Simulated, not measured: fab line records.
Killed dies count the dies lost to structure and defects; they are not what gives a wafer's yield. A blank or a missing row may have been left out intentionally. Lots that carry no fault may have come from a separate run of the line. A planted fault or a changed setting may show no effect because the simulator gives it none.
fab line records	flow n5Finfet
record: lots: 13	wafers: 39	lastDay: 17
route steps=1938 shown DUMMY_REMOVAL@382 MIM_TOP_LITHO@1848 PASSIVATION@1910
lots that met no fault: from a run of the same line without faults
startH: hours from the record's opening day to when the first of the lot's shown wafers began	waitH: hours from the lot's prior step to this one	" repeats the value in the row above	L1.1+2: several wafers, shown together as one row	- no value, or no start was given	* or withheld: withheld	< > ~ a bound
route shown NAME@n: NAME is a module with steps in the file, n the number in the route of the first one	usual: average and standard deviation across the fault-free wafers	same: alike in all rows	chamber/n: place in a boat	sites: each site's reading	_std_site: how widely they spread, as a standard deviation	_edge_site: the outer-site mean with the inner-site mean subtracted	radiusMm: how far each site lies from the wafer's centre	mask NAME#n: copy n	behind: the last tool/chamber to shape the wafer	hold: why the lot was held/for how many hours/how that ended	device: the n, p or np transistor that did not switch	end of line: tests of these same wafers at the route's end	a step without rows: its recipe alone	killed: the dies lost at the first sort to structure and to defects; this is not the yield of the wafer	map: per-die view of a wafer (x killed, . not killed, _ where there is no die)
set.NAME: the run value of the setting; set.NAME@STEP: its run value at that earlier step	model.NAME: the simulator's own value behind a step, which no gauge read
one table for each step of the route and one row for each wafer, over a sample of lots
services: from which hour (startH, from the record's first day; less than 0 if before it) a tool's chamber was out of use, for how many hours, and why
== steps ==
step: N5_DUMMY_REMOVAL_PRECLEAN_08
recipe: chemistry: NF3:NH3	afsCycles: 2	tempC: 30	timeS: 20	sublimationTempC: 180	sublimationTimeS: 60	pressureTorr: 3	rfPowerW: 30
lot.wafer	tool	chamber	startH	waitH
L429.2+3+5	remotePlasma-01	0	70.03	0.1
L430.2+4+6	remotePlasma-02	0	79.46	0.4
L431.3+4+6	remotePlasma-01	1	88.30	0.1
L434.1+3+5	remotePlasma-01	1	100.39	0.0
L436.2+3+4	remotePlasma-02	1	115.17	0.1
L437.3+4+6	remotePlasma-01	0	117.73	0.1
L438.1+4+5	remotePlasma-02	0	124.10	0.0
L439.2+3+6	remotePlasma-01	1	132.17	0.1
L444.1+2+6	remotePlasma-02	0	159.85	0.0
L445.1+4+5	remotePlasma-01	0	166.11	0.0
L446.1+4+5	remotePlasma-02	0	172.49	0.0
L447.2+3+6	remotePlasma-01	0	175.95	0.1
L450.3+5+6	remotePlasma-02	1	201.42	0.1
step: N5_MIM_TOP_LITHO_OVL_MEAS_11
recipe: pointsPerWafer: 44
usual: MIM_TOP_OVL: 1/5.2
lot.wafer	tool	chamber	startH	waitH	MIM_TOP_OVL[nm]
L429.2	overlay-02	0	261.51	0.0	-1
L429.3	"	0	"	"	-2
L429.5	"	0	"	"	-6
L430.2	overlay-01	0	282.44	0.0	6
L430.4	"	0	"	"	-2
L430.6	"	0	"	"	-2
L431.3	overlay-01	0	293.61	0.0	-1
L431.4	"	0	"	"	-9
L431.6	"	0	"	"	-6
L434.1	overlay-01	0	308.15	0.0	-3
L434.3	"	0	"	"	4
L434.5	"	0	"	"	1
L436.2	overlay-01	0	312.02	0.0	6
L436.3	"	0	"	"	0
L436.4	"	0	"	"	6
L437.3	overlay-01	0	314.16	0.0	3
L437.4	"	0	"	"	4
L437.6	"	0	"	"	-1
L439.2	overlay-02	0	326.55	0.0	-3
L439.3	"	0	"	"	0
L439.6	"	0	"	"	4
L438.1	overlay-02	0	327.07	0.0	-2
L438.4	"	0	"	"	5
L438.5	"	0	"	"	0
L447.2	overlay-01	0	358.75	0.0	4
L447.3	"	0	"	"	9
L447.6	"	0	"	"	8
L444.1	overlay-02	0	359.07	0.0	-2
L444.2	"	0	"	"	-2
L444.6	"	0	"	"	-6
L445.1	overlay-02	0	363.15	0.0	4
L445.4	"	0	"	"	11
L445.5	"	0	"	"	4
L446.1	overlay-01	0	376.05	0.0	-6
L446.4	"	0	"	"	16
L446.5	"	0	"	"	-6
L450.3	overlay-01	0	392.80	0.0	-2
L450.5	"	0	"	"	-4
L450.6	"	0	"	"	-4
step: N5_PASSIVATION_ETCH_59
recipe: chemistry: Cl2/BCl3	target: TaN	targetDepthA: 650	timeS: 34.9	ionEnergyEv: 100	pressureMtorr: 10	icpW: 900	biasW: 100	Cl2_flow_sccm: 60	bcl3FlowSccm: 30
usual: drypumpMotorCurrentA: 5.85/0.19	oesProductAu: 0.75/0.059	throttleValvePct: 21.14/0.26
lot.wafer	tool	chamber	startH	waitH	drypumpMotorCurrentA	oesProductAu	rfHoursCounterH	throttleValvePct
L429.2	rieMetal-01	0	269.07	0.3	5.86	0.74	50	20.87
L429.3	"	1	"	"	5.83	0.74	-	21.53
L429.5	"	1	"	"	5.82	0.75	-	21.53
L430.2	rieMetal-03	0	289.45	0.3	6.02	0.72	67	20.91
L430.4	"	1	"	"	6.04	0.90	-	21.37
L430.6	"	1	"	"	6.05	0.91	-	21.36
L431.3	rieMetal-03	1	301.70	0.2	6.04	0.88	-	21.36
L431.4	"	0	"	"	6.02	0.71	-	20.93
L431.6	"	1	"	"	6.05	0.88	-	21.38
L434.1	rieMetal-02	0	312.61	0.3	5.64	0.76	40	21.04
L434.3	"	1	"	"	5.44	0.73	-	21.00
L434.5	"	0	"	"	5.64	0.75	-	21.04
L436.2	rieMetal-01	1	318.01	0.3	5.82	0.74	52	21.51
L436.3	"	0	"	"	5.82	0.74	-	20.83
L436.4	"	1	"	"	5.81	0.74	-	21.49
L437.3	rieMetal-01	1	321.83	0.2	5.83	0.74	-	21.50
L437.4	"	0	"	"	5.89	0.72	-	20.86
L437.6	"	0	"	"	5.86	0.73	-	20.83
L439.2	rieMetal-02	0	331.21	0.3	5.62	0.76	42	21.04
L439.3	"	1	"	"	5.43	0.73	-	20.97
L439.6	"	0	"	"	5.64	0.76	-	21.01
L438.1	rieMetal-03	1	334.32	0.3	6.04	0.86	16	21.41
L438.4	"	1	"	"	6.05	0.86	-	21.42
L438.5	"	0	"	"	6.03	0.69	-	20.96
L447.2	rieMetal-03	1	363.79	0.3	6.07	0.85	19	21.40
L447.3	"	0	"	"	6.02	0.69	-	20.95
L447.6	"	0	"	"	5.99	0.68	-	20.97
L444.1	rieMetal-02	0	365.28	0.3	5.61	0.74	46	21.06
L444.2	"	1	"	"	5.44	0.72	56	21.01
L444.6	"	0	"	"	5.62	0.74	-	21.05
L445.1	rieMetal-03	1	371.82	0.3	6.05	0.85	20	21.41
L445.4	"	1	"	"	6.07	0.85	-	21.40
L445.5	"	1	"	"	6.05	0.85	-	21.42
L446.1	rieMetal-01	0	380.87	0.3	5.83	0.71	61	20.85
L446.4	"	1	"	"	5.80	0.73	-	21.51
L446.5	"	1	"	"	5.81	0.73	-	21.50
L450.3	rieMetal-01	0	397.61	0.2	5.84	0.72	-	20.85
L450.5	"	1	"	"	5.78	0.73	-	21.52
L450.6	"	0	"	"	5.86	0.72	-	20.84
step: N5_PASSIVATION_PROBE_49
usual: defectLimitedYield: 91.2/1.3	killed_at_M0_to_M3: 34/10	killed_at_M4_up: 13/4.6	killedAtContacts: 13/5.5	killedAtFrontEnd: 41/12	killedAtOther: 2.8/2.4	killedDies: 104/16	killedOnRim: 14/4.2	killedOpen: 67/12	killedShort: 33/7.2	sort_bin_4_leakage: 0.00/0.012	sort_bin_5_function: 5.1/0.86	sort_bin_6_memory: 3.3/0.62	sortNPass: 1076/16	sortYieldPct: 91.2/1.3
same: grossDies: 1180	killedAtBackSide: 0	sort_bin_8_speed[%]: 0
lot.wafer	tool	chamber	startH	waitH	defectLimitedYield[%]	killed_at_M0_to_M3	killed_at_M4_up	killedAtContacts	killedAtFrontEnd	killedAtOther	killedDies	killedOnRim	killedOpen	killedShort	sort_bin_4_leakage[%]	sort_bin_5_function[%]	sort_bin_6_memory[%]	sortNPass	sortYieldPct[%]
L430.2	prober-02	-	293.97	0.1	91.6	30	19	12	31	7	99	17	62	34	0	5.0	2.6	1081	91.6
L430.4	prober-02	-	294.07	0.2	91.9	27	10	11	46	1	95	18	57	33	0	4.7	3.2	1085	91.9
L430.6	prober-02	-	294.17	0.3	90.1	32	14	22	49	0	117	20	67	44	0	5.1	4.1	1063	90.1
L437.3	prober-01	-	326.19	0.1	91.4	23	10	10	56	3	102	20	54	33	0	4.7	2.7	1078	91.4
L437.4	prober-01	-	326.24	0.2	92.2	31	8	10	43	0	92	14	52	30	0	4.5	2.6	1088	92.2
L437.6	prober-01	-	326.34	0.3	91.7	32	11	21	31	3	98	16	57	35	0	5.1	3.1	1082	91.7
L439.2	prober-02	-	335.66	0.1	89.2	38	19	16	52	2	127	22	92	29	0	6.4	4.0	1053	89.2
L439.3	prober-02	-	335.71	0.1	89.9	37	14	19	49	0	119	14	67	44	0	5.9	3.4	1061	89.9
L439.6	prober-02	-	335.86	0.3	90.7	33	13	21	41	2	110	14	69	41	0	6.4	2.5	1070	90.7
L447.2	prober-02	-	368.49	0.1	83.6	42	6	11	133	2	194	31	59	40	0	9.7	3.6	986	83.6
L447.3	prober-02	-	368.54	0.1	83.9	51	17	3	118	1	190	33	60	35	0	8.2	3.8	990	83.9
L447.6	prober-02	-	368.69	0.3	83.9	43	17	10	115	5	190	33	68	37	0	9.5	4.2	990	83.9
L444.1	prober-01	-	369.72	0.0	89.9	42	13	16	44	4	119	16	88	27	0	5.4	4.4	1061	89.9
L444.2	prober-01	-	369.77	0.1	92.3	16	14	5	46	10	91	15	60	27	0	5.0	2.6	1089	92.3
L444.6	prober-01	-	369.97	0.3	90.8	47	4	13	41	4	109	14	76	27	0	5.4	3.4	1071	90.8
L445.1	prober-02	-	376.28	0.0	84.8	27	20	15	117	0	179	33	65	25	0	8.1	3.9	1001	84.8
L445.4	prober-02	-	376.43	0.2	83.1	66	12	10	111	0	199	31	79	38	0	9.8	4.0	981	83.1
L445.5	prober-02	-	376.48	0.2	85.0	32	19	11	112	3	177	36	59	28	0	8.9	3.2	1003	85.0
killed by level:class
L430.2 MOL_CONTACT_COAG:geometricParticle:open=8 BEOL_M2:geometricParticle:open=8 FIN_SAQP:geometricParticle:open=7 BEOL_M4:geometricParticle:open=7 BEOL_M1:geometricParticle:open=6 STI_FIN_REVEAL:geometricParticle:open=5 BEOL_M0_SAQP:geometricParticle:short=5 MOL_CONTACT_COAG:geometricParticle:short=4
L430.4 FIN_SAQP:geometricParticle:open=17 FIN_SAQP:geometricParticle:short=12 MOL_CONTACT_COAG:geometricParticle:open=10 BEOL_M0_SAQP:geometricParticle:open=7 BEOL_M0_SAQP:geometricParticle:short=6 BEOL_M1:geometricParticle:open=5 BEOL_M2:geometricParticle:open=5 DUMMY_GATE:geometricParticle:open=4
L430.6 MOL_CONTACT_COAG:geometricParticle:open=19 FIN_SAQP:geometricParticle:short=8 BEOL_M3:geometricParticle:open=8 GATE_CUT:geometricParticle:short=7 BEOL_M0_SAQP:geometricParticle:open=7 FIN_SAQP:geometricParticle:open=6 BEOL_M0_SAQP:geometricParticle:short=6 BEOL_M4:geometricParticle:open=6
L437.3 STI_FIN_REVEAL:geometricParticle:open=11 GATE_CUT:geometricParticle:short=9 HKMG_FIN:areaEtch=9 FIN_SAQP:geometricParticle:open=8 MOL_CONTACT_COAG:geometricParticle:open=7 BEOL_M0_SAQP:geometricParticle:short=6 DUMMY_GATE:geometricParticle:open=4 BEOL_M1:geometricParticle:open=4
L437.4 MOL_CONTACT_COAG:geometricParticle:open=8 GATE_CUT:geometricParticle:short=7 BEOL_M1:geometricParticle:open=7 HKMG_FIN:areaEtch=6 BEOL_M3:geometricParticle:open=5 FIN_SAQP:geometricParticle:open=4 GATE_CUT:geometricParticle:open=4 BEOL_M0_SAQP:geometricParticle:open=4
L437.6 MOL_CONTACT_COAG:geometricParticle:open=14 BEOL_M0_SAQP:geometricParticle:short=8 MOL_CONTACT_COAG:geometricParticle:short=7 GATE_CUT:geometricParticle:short=6 BEOL_M1:geometricParticle:open=6 GATE_CUT:geometricParticle:open=5 BEOL_M0_SAQP:geometricParticle:open=5 STI_FIN_REVEAL:geometricParticle:open=4
L439.2 MOL_CONTACT_COAG:geometricParticle:open=14 BEOL_M2:geometricParticle:open=11 BEOL_M4:geometricParticle:open=10 FIN_SAQP:geometricParticle:open=8 GATE_CUT:geometricParticle:open=7 BEOL_M3:geometricParticle:open=7 DUMMY_GATE:geometricParticle:open=6 GATE_CUT:geometricParticle:short=6
L439.3 MOL_CONTACT_COAG:geometricParticle:open=14 BEOL_M0_SAQP:geometricParticle:open=10 STI_FIN_REVEAL:geometricParticle:open=9 BEOL_M0_SAQP:geometricParticle:short=9 BEOL_M4:geometricParticle:open=8 HKMG_FIN:areaEtch=7 FIN_SAQP:geometricParticle:short=6 BEOL_M1:geometricParticle:short=6
L439.6 MOL_CONTACT_COAG:geometricParticle:open=15 BEOL_M3:geometricParticle:open=11 STI_FIN_REVEAL:geometricParticle:open=8 BEOL_M4:geometricParticle:open=8 BEOL_M0_SAQP:geometricParticle:short=7 FIN_SAQP:geometricParticle:open=6 GATE_CUT:geometricParticle:short=6 MOL_CONTACT_COAG:geometricParticle:short=6
L447.2 DUMMY_REMOVAL:unspecified=84 BEOL_M0_SAQP:geometricParticle:open=11 MOL_CONTACT_COAG:geometricParticle:open=10 BEOL_M0_SAQP:geometricParticle:short=10 FIN_SAQP:geometricParticle:short=7 STI_FIN_REVEAL:geometricParticle:open=7 BEOL_M1:geometricParticle:open=7 GATE_CUT:geometricParticle:short=6
L447.3 DUMMY_REMOVAL:unspecified=81 HKMG_FIN:areaEtch=11 BEOL_M0_SAQP:geometricParticle:open=9 BEOL_M1:geometricParticle:open=9 BEOL_M3:geometricParticle:open=9 DUMMY_GATE:geometricParticle:open=6 BEOL_M0_SAQP:geometricParticle:short=6 BEOL_M2:geometricParticle:open=5
L447.6 DUMMY_REMOVAL:unspecified=77 BEOL_M0_SAQP:geometricParticle:open=12 BEOL_M0_SAQP:geometricParticle:short=9 STI_FIN_REVEAL:geometricParticle:open=8 BEOL_M4:geometricParticle:open=7 DUMMY_GATE:geometricParticle:open=6 BEOL_M1:geometricParticle:open=6 MOL_CONTACT_COAG:geometricParticle:open=6
L444.1 FIN_SAQP:geometricParticle:open=15 MOL_CONTACT_COAG:geometricParticle:open=12 BEOL_M0_SAQP:geometricParticle:open=11 BEOL_M2:geometricParticle:open=11 BEOL_M0_SAQP:geometricParticle:short=10 BEOL_M1:geometricParticle:open=8 BEOL_M5:geometricParticle:open=8 DUMMY_GATE:geometricParticle:open=7
L444.2 STI_FIN_REVEAL:geometricParticle:open=9 FIN_SAQP:geometricParticle:open=9 FIN_SAQP:geometricParticle:short=7 BEOL_M2:geometricParticle:open=6 BEOL_M0_SAQP:geometricParticle:short=5 GATE_CUT:geometricParticle:open=4 MOL_CONTACT_COAG:geometricParticle:open=4 STARTING-WAFER:geometricParticle:open=4
L444.6 BEOL_M0_SAQP:geometricParticle:open=15 BEOL_M2:geometricParticle:open=15 FIN_SAQP:geometricParticle:short=8 FIN_SAQP:geometricParticle:open=8 MOL_CONTACT_COAG:geometricParticle:open=8 BEOL_M0_SAQP:geometricParticle:short=6 STARTING-WAFER:geometricParticle:open=6 GATE_CUT:geometricParticle:open=5
L445.1 DUMMY_REMOVAL:unspecified=81 MOL_CONTACT_COAG:geometricParticle:open=14 BEOL_M0_SAQP:geometricParticle:open=8 FIN_SAQP:geometricParticle:open=7 BEOL_M0_SAQP:geometricParticle:short=7 BEOL_M5:geometricParticle:open=6 BEOL_M0:geometricParticle:open=6 HKMG_FIN:areaEtch=6
L445.4 DUMMY_REMOVAL:unspecified=78 BEOL_M0_SAQP:geometricParticle:open=24 BEOL_M0_SAQP:geometricParticle:short=20 STI_FIN_REVEAL:geometricParticle:open=13 FIN_SAQP:geometricParticle:open=9 MOL_CONTACT_COAG:geometricParticle:open=9 BEOL_M2:geometricParticle:open=9 GATE_CUT:geometricParticle:short=3
L445.5 DUMMY_REMOVAL:unspecified=84 MOL_CONTACT_COAG:geometricParticle:open=10 BEOL_M0_SAQP:geometricParticle:open=10 BEOL_M0_SAQP:geometricParticle:short=9 STI_FIN_REVEAL:geometricParticle:open=8 FIN_SAQP:geometricParticle:open=5 BEOL_M5:geometricParticle:open=5 BEOL_M1:geometricParticle:open=3
== services ==
tool	chamber	startH	hours	kind
rieMetal-03	-	48.74	60.6	repair
rieMetal-01	0	112.72	24.5	repair
rieMetal-03	1	120.51	-	clean
rieMetal-03	1	120.51	15.0	scheduledDown
rieMetal-03	1	120.51	15.0	ventCycle
rieMetal-01	0	144.41	8.5	repair
rieMetal-03	-	185.18	1.4	pm
rieMetal-03	-	211.04	2.8	pm
rieMetal-02	0	279.63	9.4	repair
rieMetal-01	-	340.25	9.7	repair
remotePlasma-02	-	341.59	0.3	repair
remotePlasma-01	-	352.94	8.1	repair
== key ==
firstSign: step: N5_PASSIVATION_PROBE_49	reading: killedAtFrontEnd	direction: up	sigmas: 6.6	usual: 41	struck: 118
effect: step: N5_PASSIVATION_PROBE_49	reading: defectLimitedYield	direction: down	sigmas: 5.4	usual: 91.2	struck: 84.1
moreKillsBornAt: N5_DUMMY_REMOVAL_PRECLEAN_08@remotePlasma-01: 485
metAt N5_DUMMY_REMOVAL_PRECLEAN_08
struckLots L445,L447
baselineLoss: step: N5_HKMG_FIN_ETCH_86	wafers: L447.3
notActingAt N5_MIM_TOP_LITHO_OVL_MEAS_11,N5_PASSIVATION_ETCH_59
onsetBetween 132.17 166.11
fault: kind: chamberParticleSource	tool: remotePlasma-01	chamber: -	onsetH: 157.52	steps: N5_DUMMY_REMOVAL_PRECLEAN_08	ratePerVisitCm2: 2.2129	endH: 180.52
baselineLoss: these wafers lose ten dies or more at that step, a loss of the line's own and not of a fault; the sort's usual values leave them out
